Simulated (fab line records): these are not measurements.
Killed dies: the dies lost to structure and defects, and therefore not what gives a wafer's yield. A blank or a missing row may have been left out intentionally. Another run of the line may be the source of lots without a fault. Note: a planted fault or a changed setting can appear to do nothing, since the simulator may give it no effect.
fab line records | flow n5-finfet
record: lots: 5 wafers: 15 last-day: 17
route steps=1938 shown BEOL_M3@959 BEOL_M4@1111 PASSIVATION@1936
lots with no fault: from the same line, run without faults
start-h: the number of hours between the record's first day and the start of the first shown wafer of the lot | wait-h: how many hours have passed since the lot's step before this one | " same as the row above | L1.1+2: a row that stands for several wafers | - no value, or no start was given | * or withheld: withheld | < > ~ a bound
route shown NAME@n: a module of which the file shows steps, and the number in the route of the first | usual: average and standard deviation across the fault-free wafers | same: alike in all rows | chamber/n: place in a boat | sites: readings site by site | _std_site: the standard deviation of these | _edge_site: inner sites' mean taken away from outer sites' mean | radius-mm: how far each site lies from the wafer's centre | mask NAME#n: copy n | behind: the most recent tool/chamber to have shaped the wafer | hold: why the lot was held/for how many hours/how that ended | device: whichever transistor did not switch (one of n, p or np) | end of line: tests of these same wafers at the route's end | a step with no rows: only its recipe | killed: at the first sort, the dies lost to defects and structure; wafer yield is something else | map: a wafer's dies, x killed, . not, _ none there
set.NAME: the setting the step ran with; set.NAME@STEP: the setting that earlier step ran with | model.NAME: the simulator's own value behind a step, which no gauge read
a table for each step, a row for each wafer; lots at some steps of the route
services: a tool's chamber out of use, with start hour (start-h, from the record's first day; less than 0 if before it), hours out, and reason
== steps ==
step: N5_BEOL_M3_COAT_76
recipe: resist: underlayer temp-c: 205 time-s: 60 spin-rpm: 1500 resist-thk-nm: 5
step: N5_BEOL_M3_COAT_22
recipe: resist: CAR-EUV spin-rpm: 1500 resist-thk-nm: 30
step: N5_BEOL_M3_EBR_24
recipe: solvent: PGMEA ebr-width-mm: 1.5
step: N5_BEOL_M3_SOFTBAKE_23
recipe: temp-c: 110 time-s: 60 resist: CAR-EUV
step: N5_BEOL_M3_EXPOSE_25
recipe: mask-id: V2 na: 0.33 source-shape: quasar sigma-inner: 0.2 sigma-outer: 0.8 polarization: unpolarized defocus-nm: 5 dose-mj: 63
step: N5_BEOL_M3_PEB_26
recipe: peb-temp-c: 100 peb-time-s: 60 resist: CAR-EUV
step: N5_BEOL_M3_DEVELOP_27
recipe: develop-time-s: 30 developer: TMAH resist: CAR-EUV rinse-liquid: surfactant-rinse dry: air-spin dev-temp-c: 23
step: N5_BEOL_M3_CD_MEAS_28
recipe: target-cd-nm: 25.7 landing-energy-ev: 500 detector: se-inlens target-cd-y-nm: 23.3 polarity: opening
usual: cd-nm: 25.69/0.22
columns lot.wafer tool chamber start-h wait-h cd-nm
L275.1 cd-sem-03 0 226.97 - 25.70
L275.3 " 0 " " 25.90
L275.4 " 0 " " 25.66
L276.3 cd-sem-03 0 230.87 - 25.71
L276.4 " 0 " " 25.54
L276.5 " 0 " " 25.56
L279.2 cd-sem-01 0 246.28 - 25.66
L279.4 " 0 " " 25.95
L279.6 " 0 " " 26.00
L281.2 cd-sem-02 0 256.52 - 25.83
L281.5 " 0 " " 25.40
L281.6 " 0 " " 25.93
L282.2 cd-sem-03 0 273.91 - 25.70
L282.3 " 0 " " 26.20
L282.4 " 0 " " 25.58
step: N5_BEOL_M3_OVL_MEAS_29
recipe: points-per-wafer: 522
usual: V2_OVL: 0.0/0.6
columns lot.wafer tool chamber start-h wait-h V2_OVL[nm]
L275.1 overlay-02 0 227.00 0.0 0.3
L275.3 " 0 " " 0.9
L275.4 " 0 " " 0.1
L276.3 overlay-01 0 230.91 0.0 -1.0
L276.4 " 0 " " -0.6
L276.5 " 0 " " 0.9
L279.2 overlay-01 0 246.32 0.0 -0.7
L279.4 " 0 " " -0.7
L279.6 " 0 " " -0.2
L281.2 overlay-02 0 256.55 0.0 -0.4
L281.5 " 0 " " -1.0
L281.6 " 0 " " -1.1
L282.2 overlay-01 0 273.95 0.0 -0.2
L282.3 " 0 " " -0.7
L282.4 " 0 " " 0.7
step: N5_BEOL_M3_INSPECT_30
recipe: mode: adi inspect-instrument: brightfield
usual: raw-defect-count: 419/97
columns lot.wafer tool chamber start-h wait-h raw-defect-count
L275.1 defect-inspect-02 - 227.06 0.1 501
L275.3 " - " " 440
L275.4 " - " " 507
L276.3 defect-inspect-01 - 230.96 0.0 395
L276.4 " - " " 308
L276.5 " - " " 315
L279.2 defect-inspect-02 - 246.37 0.0 292
L279.4 " - " " 467
L279.6 " - " " 420
L281.2 defect-inspect-02 - 256.61 0.0 343
L281.5 " - " " 583
L281.6 " - " " 546
L282.2 defect-inspect-02 - 274.00 0.0 356
L282.3 " - " " 642
L282.4 " - " " 539
step: N5_BEOL_M3_DESCUM_33
recipe: chemistry: O2 time-s: 7 source-power-w: 50 bias-power-w: 20 pressure-mtorr: 20 rf-frequency-hz: 2.712e+07 temp-c: 40 resist: CAR-EUV o2-flow-sccm: 225
usual: drypump-motor-current-A: 5.7/0.35 oes-product-au: 0.81/0.072 rf-vpp-V: 243.3/1.3 showerhead-plenum-p-Torr: 2.10/0.082 throttle-valve-pct: 20.41/0.23
columns lot.wafer tool chamber start-h wait-h drypump-motor-current-A oes-product-au rf-hours-counter-h rf-vpp-V showerhead-plenum-p-Torr throttle-valve-pct
L275.1 rie-diel-04 0 227.09 0.0 5.6 0.90 26 241.6 2.06 20.18
L275.3 " 2 " " 5.4 0.80 107 243.6 2.01 20.51
L275.4 " 3 " " 6.0 0.87 37 243.7 2.13 20.51
L276.3 rie-diel-06 0 230.99 0.0 5.7 0.71 214 242.2 2.01 20.71
L276.4 " 3 " " 5.6 0.74 177 244.8 2.17 20.37
L276.5 " 2 " " 6.0 0.81 - 244.8 2.22 20.40
L279.2 rie-diel-04 3 246.41 0.0 6.0 0.86 43 243.3 2.13 20.51
L279.4 " 2 " " 5.4 0.80 112 241.7 2.01 20.50
L279.6 " 0 " " 5.6 0.90 - 242.6 2.06 20.20
L281.2 rie-diel-06 3 256.65 0.0 5.6 0.73 185 244.9 2.17 20.40
L281.5 " 3 " " 5.6 0.73 - 245.2 2.17 20.41
L281.6 " 2 " " 6.0 0.80 - 244.2 2.22 20.41
L282.2 rie-diel-04 1 274.09 0.1 5.5 0.69 238 242.1 2.05 20.39
L282.3 " 0 " " 5.6 0.88 41 242.3 2.05 20.22
L282.4 " 2 " " 5.4 0.78 121 242.3 2.01 20.53
step: N5_BEOL_M3_ETCH_77
recipe: chemistry: N2/H2 target: underlayer target-depth-a: 65 mask-material: CAR-EUV time-s: 5.2 ion-energy-ev: 200 pressure-mtorr: 30 source-w: 840 bias-w: 150 n2-flow-sccm: 200 h2-flow-sccm: 200 ends: cleared
usual: drypump-motor-current-A: 5.7/0.34 etch-rf-on-time-s: 5.22/0.12 oes-product-au: 0.69/0.065 rf-vpp-V: 524.2/2.8 showerhead-plenum-p-Torr: 2.54/0.092 throttle-valve-pct: 17.77/0.23
columns lot.wafer tool chamber start-h wait-h drypump-motor-current-A etch-rf-on-time-s oes-product-au rf-hours-counter-h rf-vpp-V showerhead-plenum-p-Torr throttle-valve-pct
L275.1 rie-diel-04 0 227.12 0.0 5.6 5.18 0.77 26 523.6 2.49 17.54
L275.3 " 2 " " 5.4 5.07 0.70 107 523.3 2.44 17.96
L275.4 " 3 " " 6.0 5.00 0.76 37 524.0 2.57 17.86
L276.3 rie-diel-06 0 231.03 0.0 5.6 5.31 0.60 214 522.2 2.41 17.94
L276.4 " 3 " " 5.6 5.31 0.63 177 526.1 2.64 17.78
L276.5 " 2 " " 6.0 5.23 0.69 - 528.9 2.66 17.54
L279.2 rie-diel-04 3 246.44 0.0 6.0 5.08 0.74 43 523.5 2.57 17.89
L279.4 " 2 " " 5.4 5.12 0.68 112 520.3 2.44 17.99
L279.6 " 0 " " 5.7 5.32 0.74 - 521.8 2.49 17.52
L281.2 rie-diel-06 3 256.69 0.0 5.6 5.36 0.63 185 526.0 2.63 17.79
L281.5 " 3 " " 5.7 5.41 0.62 - 526.6 2.63 17.80
L281.6 " 2 " " 6.0 5.36 0.67 - 526.1 2.65 17.53
L282.2 rie-diel-04 1 274.13 0.0 5.5 5.31 0.58 238 522.3 2.49 17.86
L282.3 " 0 " " 5.6 5.30 0.74 41 520.6 2.48 17.53
L282.4 " 2 " " 5.3 5.09 0.69 121 521.9 2.44 17.97
step: N5_BEOL_M3_ETCH_69
recipe: chemistry: CF4 target: SiARC target-depth-a: 156 mask-material: CAR-EUV time-s: 26 ion-energy-ev: 80 pressure-mtorr: 40 source-w: 545 bias-w: 36 Ar_flow_sccm: 100 cf4-flow-sccm: 100 ends: cleared
usual: drypump-motor-current-A: 5.7/0.35 etch-rf-on-time-s: 26.0/0.57 oes-product-au: 0.69/0.066 rf-vpp-V: 184.2/1.2 showerhead-plenum-p-Torr: 2.15/0.077 throttle-valve-pct: 15.55/0.23
columns lot.wafer tool chamber start-h wait-h drypump-motor-current-A etch-rf-on-time-s oes-product-au rf-hours-counter-h rf-vpp-V showerhead-plenum-p-Torr throttle-valve-pct
L275.1 rie-diel-04 0 227.14 0.0 5.6 26.2 0.77 26 183.5 2.09 15.24
L275.3 " 2 " " 5.4 25.6 0.69 107 183.1 2.06 15.68
L275.4 " 3 " " 6.0 25.1 0.77 37 184.7 2.18 15.62
L276.3 rie-diel-06 0 231.04 0.0 5.6 26.7 0.60 214 183.0 2.03 15.76
L276.4 " 3 " " 5.6 26.3 0.63 177 184.2 2.20 15.54
L276.5 " 2 " " 6.0 26.5 0.69 - 185.4 2.24 15.40
L279.2 rie-diel-04 3 246.46 0.0 6.0 25.2 0.75 43 184.1 2.17 15.64
L279.4 " 2 " " 5.3 25.7 0.70 112 183.1 2.06 15.69
L279.6 " 0 " " 5.6 26.5 0.76 - 183.8 2.08 15.26
L281.2 rie-diel-06 3 256.71 0.0 5.6 17.3 0.81 185 185.2 2.20 15.55
L281.5 " 3 " " 5.6 26.5 0.63 - 183.7 2.20 15.54
L281.6 " 2 " " 6.0 26.4 0.69 - 186.6 2.24 15.42
L282.2 rie-diel-04 1 274.15 0.0 5.5 27.0 0.58 238 183.7 2.12 15.81
L282.3 " 0 " " 5.6 26.7 0.73 41 183.5 2.08 15.26
L282.4 " 2 " " 5.4 25.8 0.68 121 183.0 2.06 15.72
step: N5_BEOL_M3_ALD_98
recipe: material: SiO2 target-thk-a: 25 temp-c: 100 ald-precursor-family: BDEAS ald-co-reactant: O2-plasma pulse-time-s: 1 co-reactant-pulse-time-s: 1 purge-time-s: 2 co-reactant-purge-time-s: 2 ald-cycles: 17 pressure-torr: 2
usual: heater-power-w: 82/12 precursor-pulse-height-rel: 1.001/0.021
columns lot.wafer tool chamber start-h wait-h heater-power-w precursor-pulse-height-rel since-wet-clean-h
L275.1 ald-sin-04 0 227.22 0.1 80 1.019 323
L275.3 " 3 " " 82 0.996 323
L275.4 " 1 " " 103 0.986 323
L276.3 ald-sin-04 2 231.13 0.1 63 1.001 327
L276.4 " 3 " " 83 0.993 327
L276.5 " 2 " " 64 0.985 -
L279.2 ald-sin-04 1 246.54 0.1 103 1.002 343
L279.4 " 3 " " 85 1.002 343
L279.6 " 2 " " 63 0.995 -
L281.2 ald-sin-04 2 256.79 0.1 63 1.014 353
L281.5 " 2 " " 63 1.012 -
L281.6 " 3 " " 81 0.980 -
L282.2 ald-sin-03 1 274.23 0.1 69 0.974 175
L282.3 " 2 " " 89 1.031 175
L282.4 " 0 " " 87 1.013 175
step: N5_BEOL_M4_RC_MEAS_101
usual: DIBL_N: 37.1/1.9 DIBL_P: 37.2/2.3 IOFF_N: 0.18/0.04 IOFF_P: 0.23/0.044 ION_N: 682/11 ION_P: 468/8.6 SS_N: 71.9/0.68 SS_P: 73.5/0.74 VT_N: 248/3.4 VT_P: -248/3.4
columns lot.wafer tool chamber start-h wait-h DIBL_N[mV/V] DIBL_P[mV/V] IOFF_N[nA/um] IOFF_P[nA/um] ION_N[uA/um] ION_P[uA/um] SS_N[mV/dec] SS_P[mV/dec] VT_N[mV] VT_P[mV]
L275.1 prober-01 0 242.52 0.0 37.6 37.1 0.19 0.27 696 482 71.1 73.2 243 -244
L275.3 " 0 " " 39.1 38.0 0.21 0.27 678 468 71.9 73.6 245 -246
L275.4 " 0 " " 36.7 37.4 0.18 0.27 688 485 71.4 73.3 246 -246
L276.3 prober-02 0 246.41 0.3 36.6 35.7 0.17 0.22 677 459 71.9 73.1 250 -251
L276.4 " 0 " " 37.6 37.6 0.19 0.23 674 467 73.0 73.1 249 -249
L276.5 " 0 " " 37.7 38.8 0.21 0.26 691 469 72.6 73.4 245 -247
L279.2 prober-02 0 265.80 0.2 36.7 37.1 0.16 0.21 698 477 71.9 73.5 249 -251
L279.4 " 0 " " 36.0 35.5 0.14 0.19 677 462 71.0 73.0 251 -252
L279.6 " 0 " " 37.8 38.8 0.18 0.23 687 474 72.7 73.9 247 -250
L281.2 prober-01 0 276.37 0.2 37.3 36.2 0.18 0.19 671 449 72.3 73.6 248 -254
L281.5 " 0 " " 37.9 37.8 0.19 0.21 674 458 71.9 73.8 248 -254
L281.6 " 0 " " 36.8 35.0 0.16 0.18 662 448 72.9 73.7 251 -254
L282.2 prober-01 0 293.13 0.2 35.8 37.2 0.17 0.22 677 463 71.2 73.3 246 -248
L282.3 " 0 " " 41.6 43.4 0.33 0.37 704 475 73.3 75.0 240 -243
L282.4 " 0 " " 41.4 43.6 0.31 0.36 691 471 73.4 75.4 241 -243
step: N5_PASSIVATION_PROBE_49
usual: defect-limited-yield: 91.5/1.4 killed_at_M0_to_M3: 32/9.7 killed_at_M4_up: 14/5.3 killed-at-contacts: 11/6 killed-at-front-end: 39/14 killed-at-other: 3.3/2.7 killed-dies: 100/17 killed-open: 66/13 killed-short: 32/7.4 sort_bin_4_leakage: 0.02/0.16 sort_bin_5_function: 4.9/0.9 sort_bin_6_memory: 3.2/0.72 sort-n-pass: 1080/17 sort-yield-pct: 91.5/1.4
same: gross-dies: 1180 killed-at-back-side: 0 sort_bin_8_speed[%]: 0
columns lot.wafer tool chamber start-h wait-h defect-limited-yield[%] killed_at_M0_to_M3 killed_at_M4_up killed-at-contacts killed-at-front-end killed-at-other killed-dies killed-open killed-short sort_bin_4_leakage[%] sort_bin_5_function[%] sort_bin_6_memory[%] sort-n-pass sort-yield-pct[%]
L275.1 prober-01 - 337.39 0.0 92.5 20 14 16 37 2 89 55 34 0 4.7 2.7 1091 92.5
L275.3 prober-01 - 337.49 0.1 91.9 32 14 8 37 4 95 67 28 0 4.7 3.0 1085 91.9
L275.4 prober-01 - 337.54 0.2 91.6 24 18 4 49 4 99 66 32 0 4.7 3.6 1081 91.6
L279.4 prober-01 - 368.08 0.2 91.8 32 10 11 42 2 97 65 30 0 5.6 2.6 1083 91.8
L279.6 prober-01 - 368.18 0.3 89.4 44 10 5 65 1 125 60 55 0 5.5 4.1 1055 89.4
killed by level:class
L275.1 MOL_CONTACT_COAG:geometric-particle:open=14 GATE_CUT:geometric-particle:short=9 FIN_SAQP:geometric-particle:short=7 STI_FIN_REVEAL:geometric-particle:open=7 BEOL_M0_SAQP:geometric-particle:open=7 FIN_SAQP:geometric-particle:open=4 BEOL_M4:geometric-particle:open=4 BEOL_M2:geometric-particle:open=4
L275.3 BEOL_M0_SAQP:geometric-particle:open=13 STI_FIN_REVEAL:geometric-particle:open=10 FIN_SAQP:geometric-particle:short=9 MOL_CONTACT_COAG:geometric-particle:open=7 BEOL_M3:geometric-particle:open=6 FIN_SAQP:geometric-particle:open=5 BEOL_M0_SAQP:geometric-particle:short=5 GATE_CUT:geometric-particle:short=4
L275.4 FIN_SAQP:geometric-particle:short=16 FIN_SAQP:geometric-particle:open=16 STI_FIN_REVEAL:geometric-particle:open=9 BEOL_M4:geometric-particle:open=9 BEOL_M0_SAQP:geometric-particle:open=7 BEOL_M0_SAQP:geometric-particle:short=6 BEOL_M3:geometric-particle:open=5 MOL_CONTACT_COAG:geometric-particle:open=4
L279.4 STI_FIN_REVEAL:geometric-particle:open=13 MOL_CONTACT_COAG:geometric-particle:open=8 BEOL_M0_SAQP:geometric-particle:open=7 FIN_SAQP:geometric-particle:open=6 BEOL_M2:geometric-particle:open=6 BEOL_M0_SAQP:geometric-particle:short=5 FIN_SAQP:geometric-particle:short=3 DUMMY_GATE:geometric-particle:open=3
L279.6 FIN_SAQP:geometric-particle:short=20 BEOL_M0_SAQP:geometric-particle:open=17 STI_FIN_REVEAL:geometric-particle:open=13 BEOL_M0_SAQP:geometric-particle:short=11 FIN_SAQP:geometric-particle:open=8 HKMG_FIN:area-etch=8 BEOL_M1:geometric-particle:open=4 BEOL_M2:geometric-particle:short=4
== services ==
columns tool chamber start-h hours kind
ald-sin-04 3 266.06 10.3 repair
ald-sin-04 - 268.25 14.0 pm
ald-sin-04 0 268.25 14.0 vent-cycle
ald-sin-04 1 268.25 14.0 vent-cycle
ald-sin-04 2 268.25 14.0 vent-cycle
== key ==
first-sign: step: N5_BEOL_M3_ETCH_69 reading: etch-rf-on-time-s direction: down sigmas: 15 usual: * struck: *
effect none on later readings
met-at N5_BEOL_M3_ETCH_69
struck-wafers L281.2
onset-between 231.04 256.71
fault: kind: process-parameter-drift tool: rie-diel-06 chamber: - onset-h: 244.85 steps: N5_BEOL_M3_ETCH_69 channel: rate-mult offset: 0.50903 shape: step end-h: 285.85 scope: struck-wafers-only
